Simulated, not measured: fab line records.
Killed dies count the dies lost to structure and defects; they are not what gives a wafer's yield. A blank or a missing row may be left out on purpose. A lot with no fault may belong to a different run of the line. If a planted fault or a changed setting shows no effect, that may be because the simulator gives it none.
Which tool is to blame? -- flow n5Finfet -- 36 wafers from 12 lots sampled at 6 of the route's 1938 steps

WHAT THE GAUGES SHOWED, per wafer
N5_BEOL_M5_THK_MEAS_53: measures by xrf.
lot,measured,on,M5_THK (nm)
L075,day 9 04:14,filmMetro-01,64.6 59.0 63.0
L076,day 9 11:52,filmMetro-01,61.9 59.1 58.5
L079,day 9 21:45,filmMetro-01,60.7 57.0 58.1
L082,day 10 11:40,filmMetro-01,61.7 61.0 62.6
L083,day 11 05:34,filmMetro-02,62.5 64.7 60.5
L085,day 11 14:04,filmMetro-02,60.6 60.1 60.5
L086,day 12 10:20,filmMetro-01,64.4 63.7 61.1
L089,day 12 15:35,filmMetro-02,61.5 60.2 61.3
L090,day 12 20:50,filmMetro-01,64.8 64.6 61.0
L093,day 13 13:53,filmMetro-02,61.8 64.0 63.6
L095,day 14 08:14,filmMetro-01,62.3 60.3 64.4
L097,day 14 12:52,filmMetro-01,63.2 63.9 62.2

EACH LOT AND THE TOOL THAT RAN IT (in order: tool; ch and the chambers of the sampled wafers; start)
lot,N5_BEOL_M5_ETCH_68,N5_BEOL_M5_VIA_ETCH_34,N5_BEOL_M5_DEGAS_44,N5_BEOL_M5_SPUTTER_48,N5_BEOL_M5_SPUTTER_83
L075,"rieDiel-03 ch 1,2, day 8 19:33","rieDiel-03 ch 1,2, day 8 19:39","pvdSputter-01, day 8 21:55","pvdSputter-01, day 8 22:44","pvdSputter-01, day 9 00:54"
L076,"rieDiel-03 ch 1,2, day 9 02:56","rieDiel-03 ch 1,2, day 9 03:02","pvdSputter-01, day 9 04:00","pvdSputter-02, day 9 06:43","pvdSputter-02, day 9 08:53"
L079,"rieDiel-03 ch 0,3, day 9 14:57","rieDiel-03 ch 0,3, day 9 15:03","pvdSputter-03, day 9 15:53","pvdSputter-02, day 9 16:37","pvdSputter-02, day 9 18:47"
L082,"rieDiel-03 ch 0,2, day 10 04:58","rieDiel-03 ch 0,2, day 10 05:04","pvdSputter-01, day 10 05:49","pvdSputter-03, day 10 06:31","pvdSputter-03, day 10 08:42"
L083,"rieDiel-03 ch 0,1,3, day 10 14:04","rieDiel-03 ch 0,1,3, day 10 14:10","pvdSputter-02, day 10 16:03","pvdSputter-02, day 10 16:41","pvdSputter-02, day 10 18:52"
L085,"rieDiel-05 ch 0,2,3, day 11 07:02","rieDiel-05 ch 0,2,3, day 11 07:08","pvdSputter-03, day 11 08:08","pvdSputter-02, day 11 08:55","pvdSputter-02, day 11 11:05"
L086,"rieDiel-05 ch 1,2,3, day 11 20:40","rieDiel-05 ch 1,2,3, day 11 20:46","pvdSputter-03, day 11 21:34","pvdSputter-02, day 11 22:51","pvdSputter-02, day 12 01:01"
L089,"rieDiel-05 ch 1,2, day 12 08:34","rieDiel-05 ch 1,2, day 12 08:40","pvdSputter-02, day 12 09:37","pvdSputter-02, day 12 10:25","pvdSputter-02, day 12 12:35"
L090,"rieDiel-04 ch 1,3, day 12 13:38","rieDiel-04 ch 1,3, day 12 13:44","pvdSputter-03, day 12 14:47","pvdSputter-03, day 12 15:24","pvdSputter-03, day 12 17:34"
L093,"rieDiel-04 ch 0,1,3, day 13 06:45","rieDiel-04 ch 0,1,3, day 13 06:51","pvdSputter-03, day 13 07:44","pvdSputter-01, day 13 08:29","pvdSputter-01, day 13 10:40"
L095,"rieDiel-05 ch 0,2,3, day 14 01:23","rieDiel-05 ch 0,2,3, day 14 01:29","pvdSputter-02, day 14 02:19","pvdSputter-02, day 14 03:05","pvdSputter-02, day 14 05:16"
L097,"rieDiel-03 ch 1,3, day 14 04:05","rieDiel-03 ch 1,3, day 14 04:11","pvdSputter-03, day 14 05:12","pvdSputter-02, day 14 07:43","pvdSputter-02, day 14 09:53"
- N5_BEOL_M5_ETCH_68: etches SOC in N2/H2, target depth 80 nm, overetch 16 nm, time 120 s.
- N5_BEOL_M5_VIA_ETCH_34: etches SiCOH lowk in C4F6/O2, target depth 88.3 nm, time 39.2 s.
- N5_BEOL_M5_DEGAS_44: time 60 s.
- N5_BEOL_M5_SPUTTER_48: material Cu, target thk 15 nm, time 27.62 s.
- N5_BEOL_M5_SPUTTER_83: material Cu, target thk 15 nm, time 27.62 s.

THE ANSWER, worked out from the rows above alone
Rule: usual is defined by the lots themselves. Put in order of their means at a reading, lots are off if they are a third of the lots or fewer, leave a main group of 4 or more, and stand apart from it by a gap of 3 or more times the standard deviation of the main group's means; of several such gaps the widest counts. Not used: any main group whose means are identical at the precision the tables above print for the reading. Also off: a lot with no number at a reading for which 4 or more lots have one. All remaining lots with rows at the step are treated as sound.
Across all readings shown, no lot is off: no conclusion can be drawn from this.

WHAT WAS PUT IN BY THE SIMULATOR
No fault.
